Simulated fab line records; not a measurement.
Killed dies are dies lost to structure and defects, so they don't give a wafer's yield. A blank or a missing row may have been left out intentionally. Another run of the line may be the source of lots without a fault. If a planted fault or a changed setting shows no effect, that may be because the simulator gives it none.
fab line records	flow n5Finfet
[record] lots = 24	wafers = 72	lastDay = 17
route steps=1938 shown BEOL_M3@954
lots with no fault: from the same line, run without faults
startH: start of the lot's first displayed wafer, in hours after the record's first day	waitH: hours elapsed since this lot's preceding step	" the same as in the row above	L1.1+2: a single row standing in for several wafers	- value missing, or start not given	* or withheld: withheld	< > ~ a bound
route shown NAME@n: names a module that has steps shown in the file, with the first one's number in the route	usual: the fault-free wafers' mean and standard deviation	same: alike in all rows	chamber/n: place in a boat	sites: each site's reading	_std_site: standard deviation of those values	_edge_site: inner sites' mean taken away from outer sites' mean	radiusMm: how far each site lies from the wafer's centre	mask NAME#n: copy n	behind: the most recent tool/chamber to have shaped the wafer	hold: reason for holding the lot/hours on hold/outcome of the hold	device: the transistor (n, p or np) that didn't switch	end of line: tests run on the same wafers once the route is complete	a step given without rows: its recipe and nothing more	killed: dies that structure and defects cost at the first sort, which is not the same as the wafer's yield	map: per-die view of a wafer (x killed, . not killed, _ where there is no die)
set.NAME: the setting the step ran with; set.NAME@STEP: the setting that earlier step ran with	model.NAME: the simulator's own value behind a step, which no gauge read
steps of the route over a sample of lots; a table a step, a row a wafer
services: from which hour (startH, from the record's first day; less than 0 if before it) a tool's chamber was out of use, for how many hours, and why
[[steps]]
[step N5_BEOL_M3_HM_OPEN_17]
[recipe] chemistry = Cl2/BCl3	targetDepthA = 200	overetchA = 60	target = TiN	maskMaterial = SOC	ionEnergyEv = 150	pressureMtorr = 10	icpW = 1000	biasW = 126	Cl2_flow_sccm = 53.25	bcl3FlowSccm = 21.75	Ar_flow_sccm = 25
[usual] drypumpMotorCurrentA = 5.8/0.41	mfcCl2Sccm = 53.23/0.17	oesProductAu = 0.66/0.063	throttleValvePct = 22.33/0.12
lot.wafer	tool	chamber	startH	waitH	drypumpMotorCurrentA	mfcCl2Sccm	oesProductAu	rfHoursCounterH	throttleValvePct
L074.1	rieMetal-02	1	146.96	0.0	5.8	53.01	0.79	4	22.22
L074.2	"	0	"	"	5.2	53.34	0.66	35	22.10
L074.3	"	1	"	"	5.8	53.19	0.78	-	22.23
L075.2	rieMetal-02	0	153.22	0.0	5.2	53.13	0.66	36	22.12
L075.5	"	1	"	"	5.8	53.48	0.79	-	22.21
L075.6	"	0	"	"	5.2	53.30	0.66	-	22.13
L077.3	rieMetal-01	0	160.18	0.1	5.4	53.14	0.63	-	22.41
L077.5	"	0	"	"	5.5	53.16	0.64	-	22.42
L077.6	"	1	"	"	6.2	53.40	0.69	-	22.41
L076.3	rieMetal-01	0	160.34	0.1	5.5	53.24	0.62	-	22.43
L076.4	"	1	"	"	6.2	53.06	0.68	-	22.43
L076.5	"	0	"	"	5.5	53.23	0.64	-	22.43
L078.2	rieMetal-02	1	174.82	0.0	5.8	53.40	0.78	6	22.21
L078.3	"	0	"	"	5.2	53.31	0.66	-	22.11
L078.4	"	1	"	"	5.8	53.50	0.79	-	22.20
L079.1	rieMetal-02	1	176.72	0.0	5.8	52.77	0.77	6	22.24
L079.3	"	1	"	"	5.8	52.99	0.80	-	22.22
L079.4	"	0	"	"	5.2	53.33	0.65	-	22.12
L080.2	rieMetal-01	0	184.60	0.0	5.5	53.21	0.62	54	22.44
L080.4	"	1	"	"	6.2	53.18	0.68	-	22.43
L080.6	"	1	"	"	6.2	53.22	0.68	-	22.43
L081.2	rieMetal-03	1	186.74	0.0	6.0	53.05	0.66	45	22.43
L081.5	"	1	"	"	6.0	53.08	0.66	-	22.44
L081.6	"	0	"	"	6.4	53.25	0.57	-	22.34
L082.1	rieMetal-02	1	194.78	0.0	5.7	53.58	0.77	8	22.22
L082.4	"	1	"	"	5.8	53.25	0.76	-	22.23
L082.5	"	1	"	"	5.8	53.28	0.76	-	22.23
L083.1	rieMetal-03	1	203.18	0.0	6.1	53.10	0.66	46	22.45
L083.4	"	0	"	"	6.4	53.57	0.56	-	22.34
L083.6	"	1	"	"	6.1	53.21	0.65	-	22.44
L084.1	rieMetal-02	0	205.94	0.0	5.2	53.08	0.66	40	22.11
L084.3	"	0	"	"	5.2	53.35	0.65	-	22.11
L084.4	"	1	"	"	5.7	53.10	0.76	-	22.23
L085.3	rieMetal-01	1	209.09	0.1	6.2	53.27	0.67	-	22.44
L085.5	"	1	"	"	6.2	53.21	0.67	-	22.45
L085.6	"	0	"	"	5.5	53.30	0.63	-	22.43
L086.1	rieMetal-03	1	219.78	0.0	6.0	53.43	0.66	48	22.44
L086.2	"	0	"	"	6.4	53.13	0.57	102	22.33
L086.4	"	0	"	"	6.4	53.19	0.56	-	22.35
L087.1	rieMetal-02	1	237.45	0.0	5.8	53.49	0.75	11	22.23
L087.3	"	0	"	"	5.2	53.14	0.65	-	22.13
L087.6	"	1	"	"	5.8	53.28	0.75	-	22.24
L088.1	rieMetal-03	0	242.37	0.0	6.5	53.53	0.56	105	22.34
L088.2	"	1	"	"	6.0	53.11	0.66	50	22.43
L088.4	"	0	"	"	6.4	53.35	0.57	-	22.33
L090.3	rieMetal-03	1	248.58	0.1	6.0	53.01	0.66	-	22.42
L090.4	"	0	"	"	6.4	53.49	0.56	-	22.35
L090.6	"	0	"	"	6.4	53.48	0.56	-	22.33
L092.2	rieMetal-03	0	255.02	0.0	6.4	53.38	0.56	105	22.35
L092.3	"	0	"	"	6.4	53.36	0.56	-	22.33
L092.4	"	1	"	"	6.0	53.30	0.65	-	22.45
L089.1	rieMetal-03	0	256.10	0.0	6.4	53.20	0.56	105	22.34
L089.2	"	1	"	"	6.0	53.15	0.65	51	22.44
L089.4	"	1	"	"	6.0	53.05	0.64	-	22.45
L091.2	rieMetal-02	0	256.33	0.0	5.2	53.26	0.64	43	22.13
L091.3	"	0	"	"	5.2	53.15	0.64	-	22.13
L091.5	"	0	"	"	5.2	53.27	0.65	-	22.11
L093.4	rieMetal-01	1	261.79	0.1	6.2	53.17	0.67	-	22.45
L093.5	"	0	"	"	5.4	53.55	0.63	-	22.43
L093.6	"	1	"	"	6.1	53.02	0.68	-	22.43
L094.1	rieMetal-01	0	270.23	0.0	5.5	53.08	0.63	60	22.42
L094.3	"	1	"	"	6.2	53.15	0.67	-	22.42
L094.5	"	0	"	"	5.4	53.21	0.63	-	22.42
L095.3	rieMetal-01	0	276.95	0.1	5.4	53.10	0.62	-	22.43
L095.4	"	1	"	"	6.2	53.28	0.68	-	22.44
L095.5	"	1	"	"	6.2	53.30	0.67	-	22.42
L096.3	rieMetal-01	0	284.79	0.1	5.5	53.17	0.60	-	22.45
L096.5	"	0	"	"	5.5	53.36	0.61	-	22.47
L096.6	"	1	"	"	6.1	52.79	0.66	-	22.45
L097.1	rieMetal-03	0	292.55	0.0	6.4	52.90	0.55	109	22.35
L097.3	"	0	"	"	6.4	53.17	0.56	-	22.34
L097.5	"	1	"	"	6.0	53.39	0.64	-	22.44
[step N5_BEOL_M3_CD_MEAS_18]
[recipe] pitchNm = 36	targetCdNm = 18
[usual] cdNm = 18.1/0.36
lot.wafer	tool	chamber	startH	waitH	cdNm
L074.1	cdSem-01	-	147.14	0.0	17.6
L074.2	"	-	"	"	18.4
L074.3	"	-	"	"	17.8
L075.2	cdSem-03	-	153.42	0.1	18.2
L075.5	"	-	"	"	18.2
L075.6	"	-	"	"	18.5
L077.3	cdSem-02	-	160.33	0.1	17.6
L077.5	"	-	"	"	17.9
L077.6	"	-	"	"	18.0
L076.3	cdSem-03	-	160.50	0.1	17.2
L076.4	"	-	"	"	17.8
L076.5	"	-	"	"	18.1
L078.2	cdSem-02	-	175.00	0.1	18.0
L078.3	"	-	"	"	18.7
L078.4	"	-	"	"	18.3
L079.1	cdSem-02	-	176.91	0.0	17.8
L079.3	"	-	"	"	18.2
L079.4	"	-	"	"	18.2
L080.2	cdSem-02	-	184.78	0.1	17.8
L080.4	"	-	"	"	18.4
L080.6	"	-	"	"	17.7
L081.2	cdSem-03	-	186.92	0.1	18.2
L081.5	"	-	"	"	18.1
L081.6	"	-	"	"	17.4
L082.1	cdSem-01	-	194.96	0.0	18.0
L082.4	"	-	"	"	17.8
L082.5	"	-	"	"	17.8
L083.1	cdSem-03	-	203.43	0.1	18.4
L083.4	"	-	"	"	18.5
L083.6	"	-	"	"	18.2
L084.1	cdSem-03	-	206.24	0.0	17.5
L084.3	"	-	"	"	18.1
L084.4	"	-	"	"	17.7
L085.3	cdSem-02	-	209.24	0.1	18.0
L085.5	"	-	"	"	17.8
L085.6	"	-	"	"	17.8
L086.1	cdSem-01	-	219.96	0.0	18.0
L086.2	"	-	"	"	18.4
L086.4	"	-	"	"	18.4
L087.1	cdSem-03	-	237.63	0.0	18.1
L087.3	"	-	"	"	17.8
L087.6	"	-	"	"	18.0
L088.1	cdSem-01	-	242.67	0.1	18.1
L088.2	"	-	"	"	18.2
L088.4	"	-	"	"	18.3
L090.3	cdSem-01	-	248.83	0.1	18.2
L090.4	"	-	"	"	18.8
L090.6	"	-	"	"	18.2
L092.2	cdSem-02	-	255.40	0.1	18.3
L092.3	"	-	"	"	17.6
L092.4	"	-	"	"	17.8
L089.1	cdSem-02	-	256.32	0.0	18.0
L089.2	"	-	"	"	18.1
L089.4	"	-	"	"	17.6
L091.2	cdSem-03	-	256.51	0.1	18.3
L091.3	"	-	"	"	18.5
L091.5	"	-	"	"	17.7
L093.4	cdSem-02	-	261.96	0.0	18.2
L093.5	"	-	"	"	17.7
L093.6	"	-	"	"	17.8
L094.1	cdSem-03	-	270.41	0.0	18.4
L094.3	"	-	"	"	18.6
L094.5	"	-	"	"	18.6
L095.3	cdSem-03	-	277.11	0.1	17.9
L095.4	"	-	"	"	17.9
L095.5	"	-	"	"	17.9
L096.3	cdSem-01	-	285.05	0.1	18.1
L096.5	"	-	"	"	17.6
L096.6	"	-	"	"	18.7
L097.1	cdSem-01	-	292.82	0.0	18.0
L097.3	"	-	"	"	18.3
L097.5	"	-	"	"	17.9
[step N5_BEOL_M3_DEGAS_44]
[recipe] ambient = vacuum	tempC = 250	timeS = 60
[usual] heaterPowerW = 328/32
lot.wafer	tool	chamber	startH	waitH	heaterPowerW
L075.2	pvdSputter-01	-	160.47	1.1	335
L075.5	"	-	"	"	339
L075.6	"	-	"	"	305
L074.1	pvdSputter-02	-	166.13	0.6	374
L074.2	"	-	"	"	295
L074.3	"	-	"	"	323
L077.3	pvdSputter-02	-	166.31	0.4	302
L077.5	"	-	"	"	363
L077.6	"	-	"	"	298
L076.3	pvdSputter-02	-	166.39	0.4	293
L076.4	"	-	"	"	320
L076.5	"	-	"	"	298
L078.2	pvdSputter-01	-	176.72	0.2	351
L078.3	"	-	"	"	312
L078.4	"	-	"	"	340
L079.1	pvdSputter-03	-	179.92	0.1	416
L079.3	"	-	"	"	302
L079.4	"	-	"	"	311
L080.2	pvdSputter-03	-	189.38	0.1	417
L080.4	"	-	"	"	319
L080.6	"	-	"	"	419
L081.2	pvdSputter-03	-	193.98	0.5	306
L081.5	"	-	"	"	312
L081.6	"	-	"	"	305
L082.1	pvdSputter-01	-	197.15	0.3	330
L082.4	"	-	"	"	313
L082.5	"	-	"	"	342
L083.1	pvdSputter-02	-	212.78	0.4	289
L083.4	"	-	"	"	302
L083.6	"	-	"	"	363
L084.1	pvdSputter-01	-	221.40	0.1	331
L084.3	"	-	"	"	350
L084.4	"	-	"	"	311
L086.1	pvdSputter-02	-	224.08	0.2	289
L086.2	"	-	"	"	368
L086.4	"	-	"	"	324
L085.3	pvdSputter-03	-	224.10	0.2	413
L085.5	"	-	"	"	299
L085.6	"	-	"	"	411
L087.1	pvdSputter-02	-	239.43	0.1	293
L087.3	"	-	"	"	361
L087.6	"	-	"	"	361
L088.1	pvdSputter-01	-	248.22	0.2	333
L088.2	"	-	"	"	332
L088.4	"	-	"	"	306
L090.3	pvdSputter-02	-	251.27	0.4	291
L090.4	"	-	"	"	296
L090.6	"	-	"	"	297
L092.2	pvdSputter-03	-	258.50	0.6	318
L092.3	"	-	"	"	303
L092.4	"	-	"	"	415
L089.1	pvdSputter-02	-	260.09	0.6	291
L089.2	"	-	"	"	365
L089.4	"	-	"	"	324
L091.2	pvdSputter-02	-	266.05	0.9	288
L091.3	"	-	"	"	337
L091.5	"	-	"	"	369
L093.4	pvdSputter-02	-	273.28	1.9	359
L093.5	"	-	"	"	364
L093.6	"	-	"	"	299
L094.1	pvdSputter-03	-	282.90	0.6	302
L094.3	"	-	"	"	307
L094.5	"	-	"	"	314
L095.3	pvdSputter-01	-	283.04	0.3	304
L095.4	"	-	"	"	327
L095.5	"	-	"	"	304
L096.3	pvdSputter-01	-	286.50	0.1	339
L096.5	"	-	"	"	343
L096.6	"	-	"	"	303
L097.1	pvdSputter-01	-	295.35	0.8	303
L097.3	"	-	"	"	337
L097.5	"	-	"	"	332
[step N5_BEOL_M3_SPUTTER_79]
[recipe] material = Cu	targetThkA = 45	tempC = -20	chamberPressurePa = 0.07	powerW = withheld	timeS = 8.29
[usual] chuckGasFlowSccm = 1.27/0.05	throttleValvePct = 29.7/1
lot.wafer	tool	chamber	startH	waitH	chuckGasFlowSccm	throttleValvePct
L075.2	pvdSputter-03	-	164.29	0.1	1.29	28.3
L075.5	"	-	"	"	1.17	31.7
L075.6	"	-	"	"	1.23	31.6
L074.1	pvdSputter-03	-	167.21	0.1	1.27	29.5
L074.2	"	-	"	"	1.19	31.7
L074.3	"	-	"	"	1.28	31.6
L077.3	pvdSputter-02	-	167.27	0.1	1.27	28.9
L077.5	"	-	"	"	1.26	30.4
L077.6	"	-	"	"	1.27	30.1
L076.3	pvdSputter-01	-	168.09	0.1	1.16	30.7
L076.4	"	-	"	"	1.26	29.1
L076.5	"	-	"	"	1.28	28.7
L078.2	pvdSputter-01	-	177.56	0.1	1.19	28.7
L078.3	"	-	"	"	1.25	30.8
L078.4	"	-	"	"	1.33	28.6
L079.1	pvdSputter-03	-	180.94	0.1	1.28	31.5
L079.3	"	-	"	"	1.29	29.5
L079.4	"	-	"	"	1.24	28.3
L080.2	pvdSputter-01	-	190.47	0.1	1.31	28.9
L080.4	"	-	"	"	1.23	28.9
L080.6	"	-	"	"	1.24	29.1
L081.2	pvdSputter-03	-	194.84	0.1	1.29	31.8
L081.5	"	-	"	"	1.22	31.7
L081.6	"	-	"	"	1.32	31.8
L082.1	pvdSputter-02	-	198.06	0.1	1.31	29.2
L082.4	"	-	"	"	1.26	30.5
L082.5	"	-	"	"	1.29	30.6
L083.1	pvdSputter-02	-	213.88	0.1	1.29	30.3
L083.4	"	-	"	"	1.38	29.6
L083.6	"	-	"	"	1.22	30.7
L084.1	pvdSputter-01	-	222.64	0.1	1.28	29.1
L084.3	"	-	"	"	1.31	28.9
L084.4	"	-	"	"	1.23	30.7
L086.1	pvdSputter-01	-	224.94	0.1	1.25	28.7
L086.2	"	-	"	"	1.36	29.0
L086.4	"	-	"	"	1.24	30.9
L085.3	pvdSputter-03	-	225.12	0.1	1.26	29.3
L085.5	"	-	"	"	1.26	29.4
L085.6	"	-	"	"	1.35	31.4
L087.1	pvdSputter-02	-	240.51	0.1	1.34	30.1
L087.3	"	-	"	"	1.24	29.3
L087.6	"	-	"	"	1.20	28.9
L088.1	pvdSputter-01	-	249.10	0.1	1.25	28.9
L088.2	"	-	"	"	1.30	29.2
L088.4	"	-	"	"	1.23	28.5
L090.3	pvdSputter-02	-	252.15	0.1	1.27	30.5
L090.4	"	-	"	"	1.29	28.9
L090.6	"	-	"	"	1.29	29.5
L092.2	pvdSputter-01	-	259.49	0.1	1.28	28.7
L092.3	"	-	"	"	1.24	28.7
L092.4	"	-	"	"	1.25	30.9
L089.1	pvdSputter-02	-	261.25	0.1	1.22	30.5
L089.2	"	-	"	"	1.24	29.6
L089.4	"	-	"	"	1.20	29.2
L091.2	pvdSputter-02	-	267.09	0.1	1.23	30.4
L091.3	"	-	"	"	1.35	29.2
L091.5	"	-	"	"	1.24	30.3
L093.4	pvdSputter-02	-	274.42	0.1	1.37	29.3
L093.5	"	-	"	"	1.22	29.2
L093.6	"	-	"	"	1.26	29.6
L095.3	pvdSputter-03	-	284.04	0.1	1.16	31.8
L095.4	"	-	"	"	1.23	28.3
L095.5	"	-	"	"	1.22	28.2
L094.1	pvdSputter-01	-	284.60	0.1	1.34	29.1
L094.3	"	-	"	"	1.32	30.7
L094.5	"	-	"	"	1.28	29.0
L096.3	pvdSputter-01	-	288.91	0.1	1.29	30.5
L096.5	"	-	"	"	1.30	28.9
L096.6	"	-	"	"	1.27	28.7
L097.1	pvdSputter-02	-	297.44	0.1	1.24	30.5
L097.3	"	-	"	"	1.31	30.3
L097.5	"	-	"	"	1.24	29.4
[step N5_BEOL_M3_SPUTTER_81]
[recipe] material = Cu	targetThkA = 45	tempC = -20	chamberPressurePa = 0.07	powerW = withheld	timeS = 8.29
[usual] chuckGasFlowSccm = 1.26/0.056	throttleValvePct = 29.7/0.98
lot.wafer	tool	chamber	startH	waitH	chuckGasFlowSccm	throttleValvePct
L075.2	pvdSputter-03	-	164.51	0.1	1.27	28.1
L075.5	"	-	"	"	1.26	31.4
L075.6	"	-	"	"	1.31	31.3
L074.1	pvdSputter-03	-	167.43	0.1	1.19	29.2
L074.2	"	-	"	"	1.25	31.5
L074.3	"	-	"	"	1.17	31.5
L077.3	pvdSputter-02	-	167.49	0.1	1.24	29.0
L077.5	"	-	"	"	1.23	30.4
L077.6	"	-	"	"	1.40	30.4
L076.3	pvdSputter-01	-	168.31	0.1	1.21	30.7
L076.4	"	-	"	"	1.20	29.3
L076.5	"	-	"	"	1.37	29.0
L078.2	pvdSputter-01	-	177.78	0.1	1.27	28.8
L078.3	"	-	"	"	1.24	30.7
L078.4	"	-	"	"	1.35	29.0
L079.1	pvdSputter-03	-	181.16	0.1	1.16	31.3
L079.3	"	-	"	"	1.29	29.5
L079.4	"	-	"	"	1.24	28.2
L080.2	pvdSputter-01	-	190.69	0.1	1.24	29.3
L080.4	"	-	"	"	1.22	28.5
L080.6	"	-	"	"	1.13	29.2
L081.2	pvdSputter-03	-	195.06	0.1	1.27	31.5
L081.5	"	-	"	"	1.33	31.6
L081.6	"	-	"	"	1.18	31.7
L082.1	pvdSputter-02	-	198.28	0.1	1.24	29.3
L082.4	"	-	"	"	1.24	30.3
L082.5	"	-	"	"	1.27	30.3
L083.1	pvdSputter-02	-	214.10	0.1	1.31	30.4
L083.4	"	-	"	"	1.34	29.5
L083.6	"	-	"	"	1.17	30.6
L084.1	pvdSputter-01	-	222.86	0.1	1.21	29.2
L084.3	"	-	"	"	1.28	29.0
L084.4	"	-	"	"	1.23	31.1
L086.1	pvdSputter-01	-	225.16	0.1	1.22	28.6
L086.2	"	-	"	"	1.23	29.1
L086.4	"	-	"	"	1.17	30.7
L085.3	pvdSputter-03	-	225.34	0.1	1.36	29.6
L085.5	"	-	"	"	1.26	29.7
L085.6	"	-	"	"	1.32	31.3
L087.1	pvdSputter-02	-	240.73	0.1	1.24	30.2
L087.3	"	-	"	"	1.28	29.2
L087.6	"	-	"	"	1.32	29.3
L088.1	pvdSputter-01	-	249.32	0.1	1.30	28.6
L088.2	"	-	"	"	1.19	29.1
L088.4	"	-	"	"	1.34	28.8
L090.3	pvdSputter-02	-	252.37	0.1	1.17	30.5
L090.4	"	-	"	"	1.21	29.2
L090.6	"	-	"	"	1.24	29.9
L092.2	pvdSputter-01	-	259.71	0.1	1.27	28.9
L092.3	"	-	"	"	1.16	29.1
L092.4	"	-	"	"	1.28	31.0
L089.1	pvdSputter-02	-	261.47	0.1	1.24	30.6
L089.2	"	-	"	"	1.28	29.5
L089.4	"	-	"	"	1.35	29.2
L091.2	pvdSputter-02	-	267.31	0.1	1.22	30.4
L091.3	"	-	"	"	1.27	29.1
L091.5	"	-	"	"	1.29	30.5
L093.4	pvdSputter-02	-	274.64	0.1	1.18	29.5
L093.5	"	-	"	"	1.27	29.3
L093.6	"	-	"	"	1.29	29.4
L095.3	pvdSputter-03	-	284.26	0.1	1.28	31.1
L095.4	"	-	"	"	1.25	28.1
L095.5	"	-	"	"	1.22	28.0
L094.1	pvdSputter-01	-	284.82	0.1	1.24	28.9
L094.3	"	-	"	"	1.28	30.9
L094.5	"	-	"	"	1.29	28.7
L096.3	pvdSputter-01	-	289.13	0.1	1.16	30.8
L096.5	"	-	"	"	1.30	29.1
L096.6	"	-	"	"	1.26	28.8
L097.1	pvdSputter-02	-	297.66	0.1	1.23	30.3
L097.3	"	-	"	"	1.35	30.1
L097.5	"	-	"	"	1.29	29.2
[step N5_BEOL_M3_SPUTTER_96]
[recipe] material = Cu	targetThkA = 45	tempC = -20	chamberPressurePa = 0.07	powerW = withheld	timeS = 8.29
[usual] chuckGasFlowSccm = 1.27/0.051	throttleValvePct = 29.7/1
lot.wafer	tool	chamber	startH	waitH	chuckGasFlowSccm	throttleValvePct
L075.2	pvdSputter-03	-	165.83	0.1	1.29	28.1
L075.5	"	-	"	"	1.28	31.4
L075.6	"	-	"	"	1.23	31.3
L074.1	pvdSputter-03	-	168.75	0.1	1.25	29.6
L074.2	"	-	"	"	1.25	31.6
L074.3	"	-	"	"	1.22	31.4
L077.3	pvdSputter-02	-	168.81	0.1	1.32	29.1
L077.5	"	-	"	"	1.27	30.4
L077.6	"	-	"	"	1.20	30.2
L076.3	pvdSputter-01	-	169.63	0.1	1.25	30.9
L076.4	"	-	"	"	1.31	28.9
L076.5	"	-	"	"	1.21	28.8
L078.2	pvdSputter-01	-	179.10	0.1	1.27	28.4
L078.3	"	-	"	"	1.25	30.9
L078.4	"	-	"	"	1.22	29.1
L079.1	pvdSputter-03	-	182.48	0.1	1.32	31.6
L079.3	"	-	"	"	1.31	29.7
L079.4	"	-	"	"	1.25	28.0
L080.2	pvdSputter-01	-	192.01	0.1	1.23	29.1
L080.4	"	-	"	"	1.29	28.5
L080.6	"	-	"	"	1.27	29.0
L081.2	pvdSputter-03	-	196.38	0.1	1.18	31.3
L081.5	"	-	"	"	1.29	31.6
L081.6	"	-	"	"	1.30	31.6
L082.1	pvdSputter-02	-	199.60	0.1	1.26	29.3
L082.4	"	-	"	"	1.27	30.4
L082.5	"	-	"	"	1.35	30.3
L083.1	pvdSputter-02	-	215.42	0.1	1.23	30.5
L083.4	"	-	"	"	1.17	29.4
L083.6	"	-	"	"	1.29	30.5
L084.1	pvdSputter-01	-	224.18	0.1	1.21	29.1
L084.3	"	-	"	"	1.24	29.0
L084.4	"	-	"	"	1.24	30.8
L086.1	pvdSputter-01	-	226.48	0.1	1.20	28.7
L086.2	"	-	"	"	1.26	28.8
L086.4	"	-	"	"	1.25	30.7
L085.3	pvdSputter-03	-	226.66	0.1	1.28	29.7
L085.5	"	-	"	"	1.24	29.6
L085.6	"	-	"	"	1.24	31.6
L087.1	pvdSputter-02	-	242.05	0.1	1.29	30.4
L087.3	"	-	"	"	1.37	29.2
L087.6	"	-	"	"	1.26	29.1
L088.1	pvdSputter-01	-	250.64	0.1	1.29	28.7
L088.2	"	-	"	"	1.34	29.2
L088.4	"	-	"	"	1.30	28.7
L090.3	pvdSputter-02	-	253.69	0.1	1.27	30.4
L090.4	"	-	"	"	1.24	29.1
L090.6	"	-	"	"	1.30	29.5
L092.2	pvdSputter-01	-	261.03	0.1	1.30	28.5
L092.3	"	-	"	"	1.19	29.1
L092.4	"	-	"	"	1.25	30.8
L089.1	pvdSputter-02	-	262.79	0.1	1.26	30.6
L089.2	"	-	"	"	1.25	29.4
L089.4	"	-	"	"	1.28	29.3
L091.2	pvdSputter-02	-	268.63	0.1	1.23	30.6
L091.3	"	-	"	"	1.32	29.3
L091.5	"	-	"	"	1.20	30.4
L093.4	pvdSputter-02	-	275.96	0.1	1.26	29.3
L093.5	"	-	"	"	1.30	29.0
L093.6	"	-	"	"	1.32	29.3
L095.3	pvdSputter-03	-	285.58	0.1	1.29	31.7
L095.4	"	-	"	"	1.25	28.1
L095.5	"	-	"	"	1.21	28.1
L094.1	pvdSputter-01	-	286.14	0.1	1.37	28.6
L094.3	"	-	"	"	1.34	30.9
L094.5	"	-	"	"	1.33	29.0
L096.3	pvdSputter-01	-	290.45	0.1	1.21	30.9
L096.5	"	-	"	"	1.32	29.1
L096.6	"	-	"	"	1.29	28.8
L097.1	pvdSputter-02	-	298.98	0.1	1.28	30.5
L097.3	"	-	"	"	1.28	29.9
L097.5	"	-	"	"	1.33	29.5
[[services]]
tool	chamber	startH	hours	kind
rieMetal-01	-	154.78	0.8	repair
rieMetal-03	-	196.00	0.4	repair
pvdSputter-02	-	200.34	4.0	repair
rieMetal-02	-	203.10	2.8	pm
rieMetal-03	1	230.89	8.2	repair
rieMetal-03	-	256.46	0.2	repair
[[key]]
fault none
